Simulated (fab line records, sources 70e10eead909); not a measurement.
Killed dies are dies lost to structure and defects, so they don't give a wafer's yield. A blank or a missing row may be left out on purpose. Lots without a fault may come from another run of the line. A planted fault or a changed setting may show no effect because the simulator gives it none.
Chamber matching | flow nand_harc | NHARC_P_M1_ETCH_15 on rie_diel-03: 4 sister chambers
The step etches the open film in C4F8/Ar, target depth 182.5 nm, time 91.2 s. 16 wafers are shown with their chamber, then 8 later ones without.

WAFERS WITH THEIR CHAMBER
wafer  | chamber | rf_vpp_V (V) | oes_product_au (a.u.)
L847.1 | 2       | 443.9        | 0.958
L847.2 | 1       | 440.7        | 0.974
L847.3 | 0       | 439.5        | 0.982
L850.4 | 3       | 442.2        | 0.972
L850.5 | 3       | 441.2        | 0.976
L850.6 | 0       | 438.5        | 0.980
L854.2 | 1       | 439.7        | 0.968
L854.3 | 0       | 439.8        | 0.964
L854.5 | 3       | 441.1        | 0.952
L864.2 | 1       | 438.5        | 0.955
L864.3 | 2       | 445.1        | 0.981
L864.5 | 0       | 441.3        | 0.964
L865.1 | 2       | 443.8        | 0.992
L865.2 | 0       | 439.8        | 0.972
L865.4 | 3       | 442.2        | 0.967
L867.2 | 2       | 442.2        | 0.975

SIGNATURES (means of the wafers above)
reading        | chamber 0 | chamber 1 | chamber 2 | chamber 3 | scatter within a chamber
rf_vpp_V       | 439.780   | 439.633   | 443.750   | 441.675   | 0.992
oes_product_au | 0.97240   | 0.96567   | 0.97650   | 0.96675   | 0.0109
Rule: a wafer's distance from a chamber is the root of the sum, over the readings, of the square of ((its reading less the chamber's mean) divided by the reading's scatter). The wafer belongs to the nearest chamber; if the next one is less than 2 further off, it can't be placed. The scatter: the root of (the sum of the squares of (reading less its chamber's mean) over the shown wafers, divided by (wafers less chambers)).

WAFERS WITHOUT THEIR CHAMBER
wafer  | rf_vpp_V (V) | oes_product_au (a.u.)
L867.4 | 439.8        | 0.976
L867.6 | 441.9        | 0.946
L868.2 | 438.3        | 0.964
L868.4 | 440.7        | 0.968
L868.5 | 444.8        | 0.965
L870.2 | 442.9        | 0.961
L870.3 | 440.5        | 0.953
L870.4 | 439.4        | 0.978

WHICH CHAMBER EACH WENT THROUGH
wafer  | from the rows above               | in truth
L867.4 | can't be placed: 0 or 1 or 3      | 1
L867.6 | can't be placed: 3 or 1 or 0 or 2 | 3
L868.2 | can't be placed: 1 or 0           | 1
L868.4 | can't be placed: 3 or 0 or 1      | 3
L868.5 | can't be placed: 2 or 3           | 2
L870.2 | can't be placed: 3 or 2 or 0 or 1 | 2
L870.3 | can't be placed: 1 or 3 or 0      | 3
L870.4 | can't be placed: 0 or 1 or 3      | 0
Placed correctly: 0 of 8. Can't be placed from these rows: 8 (the true chamber is among the candidates in 8). Placed wrongly: 0.
